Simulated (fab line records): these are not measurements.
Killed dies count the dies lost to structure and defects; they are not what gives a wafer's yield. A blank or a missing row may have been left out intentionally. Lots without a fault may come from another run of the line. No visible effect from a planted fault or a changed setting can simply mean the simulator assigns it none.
A struck lot beside a sound one    flow n5Finfet    43 out of 1938 route steps
Sound: the wafers L755.1, L755.2, L755.3. Struck: wafer L760.4 (L760.3, L760.5, from the same lot, were not struck and are left out); the cause is given at the end.
Order at every step that has rows: each side's tool, ch and its chambers, its first start. Under that, the readings that differ: sound wafers    struck wafers    difference of the means    sigmas: that difference in standard deviations of wafers without a fault.
alike: words and numbers the same on both sides, and readings whose means are apart by under 2 such deviations; not compared: readings that were withheld, readings missing a value for some wafer, numbers with overlapping values and no deviation given by the record, and bounds like >300 which may hide the same value.
Wherever a step has rows on one side only, a row that says differs or no value, or a row with sigmas, the two part there. Numbers that have no deviation but don't overlap get no sigmas and don't part them. A reading that every wafer of one side lacks parts them only if that side has two wafers or more.

first, 3 steps without rows for these wafers: N5_BEOL_M1_ETCH_77 (etches underlayer in N2/H2, target depth 6.5 nm, time 5.2 s); N5_BEOL_M1_ETCH_69 (etches SiARC in CF4, target depth 15.6 nm, time 26 s); N5_BEOL_M1_ALD_98 (deposits SiO2, target thk 2.5 nm, pulse time 1 s, co reactant pulse time 1 s).
N5_BEOL_M1_ETCHBACK_99: etches SiO2 in CHF3, target depth 5 nm, time 10.4 s.
  sound on rieDiel-02 ch 1,2,3, day 8 08:07; struck on rieDiel-03 ch 3, day 9 21:53
reading              sound       struck  difference  sigmas
rfHoursCounterH (h)  186 195 19  207     +74         
  alike: CHF3_flow_sccm, drypumpMotorCurrentA, oesProductAu, rfVppV, showerheadPlenumPTorr, throttleValvePct
then, 7 steps without rows for these wafers: N5_BEOL_M1_ETCH_70 (etches SOC in N2/H2, target depth 80 nm, overetch 16 nm, time 120 s); N5_BEOL_M1_STRIP_71 (strips in N2/H2); N5_BEOL_M1_STRIP_78 (strips in N2/H2); N5_BEOL_M1_VIA_ETCH_34 (etches the open film in C4F6/O2, target depth 67.8 nm, time 64.4 s); N5_BEOL_M1_STRIP_83 (strips in C4F6/O2); N5_BEOL_M1_STRIP_36 (strips in N2/H2); N5_BEOL_M1_TRENCH_ETCH_37 (etches SiOC in C4F6/O2, target depth 55.207 nm, time 29 s).
N5_BEOL_M1_ETCH_41: etches SiCN in CH3F/O2, target depth 31.9 nm, time 57.8 s.
  sound on rieDiel-02 ch 1,2,3; struck on rieDiel-03 ch 2
  alike: drypumpMotorCurrentA, oesProductAu, rfVppV, showerheadPlenumPTorr, throttleValvePct
  not compared: rfHoursCounterH
N5_BEOL_M1_STRIP_97: strips in N2/H2, time 10 s.
  sound on rieDiel-02 ch 1,2,3, day 8 08:26; struck on rieDiel-03 ch 2, day 9 22:12
  alike: drypumpMotorCurrentA, oesProductAu, rfVppV, showerheadPlenumPTorr, throttleValvePct
  not compared: rfHoursCounterH
N5_BEOL_M1_OCD_MEAS_38:
  sound: ocd-02 at day 8 08:31; struck: ocd-02 at day 9 22:17
  alike: trenchDepthNm
then, 4 steps without rows for these wafers: N5_BEOL_M1_HM_STRIP_39 (strips TiN in peroxide tin strip, target depth 25 nm, time 158 s); N5_BEOL_M1_SRD_40 (time 30 s); N5_BEOL_M1_PRECLEAN_42 (cleans in residue remover, time 60 s); N5_BEOL_M1_SRD_43 (time 30 s).
N5_BEOL_M1_CD_MEAS_35: target cd 18 nm, target cd y 21 nm.
  sound: cdSem-02 at day 8 08:40; struck: cdSem-02 at day 9 22:26
  alike: cdNm
then, 2 steps without rows for these wafers: N5_BEOL_M1_DEGAS_44 (time 60 s); N5_BEOL_M1_PRE_CLEAN_45 (time 30 s).
N5_BEOL_M1_ALD_84: deposits TaN, pulse time 2 s, purge time 3 s, co reactant purge time 2 s.
  sound on aldMetal-01 ch 0,2,3, day 8 09:00; struck on aldMetal-04 ch 2, day 9 23:13
  alike: heaterPowerOuterW, heaterPowerW, precursorVesselTempC
then, 15 steps without rows for these wafers: N5_BEOL_M1_SURFACE_TREAT_85; N5_BEOL_M1_CVD_47 (deposits Co from CCTBA/H2, target thk 3 nm, time 223.8 s); N5_BEOL_M1_SPUTTER_48 (material Cu, target thk 4.5 nm, time 8.29 s); N5_BEOL_M1_ANNEAL_49 (time 240 s); N5_BEOL_M1_SPUTTER_79 (material Cu, target thk 4.5 nm, time 8.29 s); N5_BEOL_M1_ANNEAL_80 (time 240 s); N5_BEOL_M1_SPUTTER_81 (material Cu, target thk 4.5 nm, time 8.29 s); N5_BEOL_M1_ANNEAL_82 (time 240 s); N5_BEOL_M1_SPUTTER_86 (material Cu, target thk 4.5 nm, time 8.29 s); N5_BEOL_M1_ANNEAL_87 (time 240 s); N5_BEOL_M1_SPUTTER_88 (material Cu, target thk 4.5 nm, time 8.29 s); N5_BEOL_M1_ANNEAL_89 (time 240 s); N5_BEOL_M1_SPUTTER_90 (material Cu, target thk 4.5 nm, time 8.29 s); N5_BEOL_M1_ANNEAL_91 (time 240 s); N5_BEOL_M1_SPUTTER_92 (material Cu, target thk 4.5 nm, time 8.29 s).
N5_BEOL_M1_ANNEAL_93: time 240 s.
  sound: pvdSputter-03 at day 8 11:17; struck: pvdSputter-01 at day 10 02:50
  alike: heaterPowerW
N5_BEOL_M1_SPUTTER_94: material Cu, target thk 4.5 nm, time 8.29 s.
  sound: pvdSputter-03 at day 8 11:25; struck: pvdSputter-01 at day 10 02:59
reading               sound           struck  difference  sigmas
throttleValvePct (%)  30.6 30.5 28.9  32.2    +2.2        +2
then, 3 steps without rows for these wafers: N5_BEOL_M1_ANNEAL_95 (time 240 s); N5_BEOL_M1_SPUTTER_96 (material Cu, target thk 4.5 nm, time 8.29 s); N5_BEOL_M1_ECD_50 (material Cu, target thk 300 nm).
-- here the record skips 7 days between the struck wafers' starts before and after, leaving off in module BEOL_M1 and picking up in module PASSIVATION (first step shown: number 1936 of the route) --
N5_PASSIVATION_PROBE_49:
  rows exist in the record for the struck wafers here (prober-01, day 17 04:17), but not for the sound ones

## WHERE THEY PART
First at N5_BEOL_M1_SPUTTER_94; last, within this record, at N5_PASSIVATION_PROBE_49.

WHY: what had been put in by the simulator
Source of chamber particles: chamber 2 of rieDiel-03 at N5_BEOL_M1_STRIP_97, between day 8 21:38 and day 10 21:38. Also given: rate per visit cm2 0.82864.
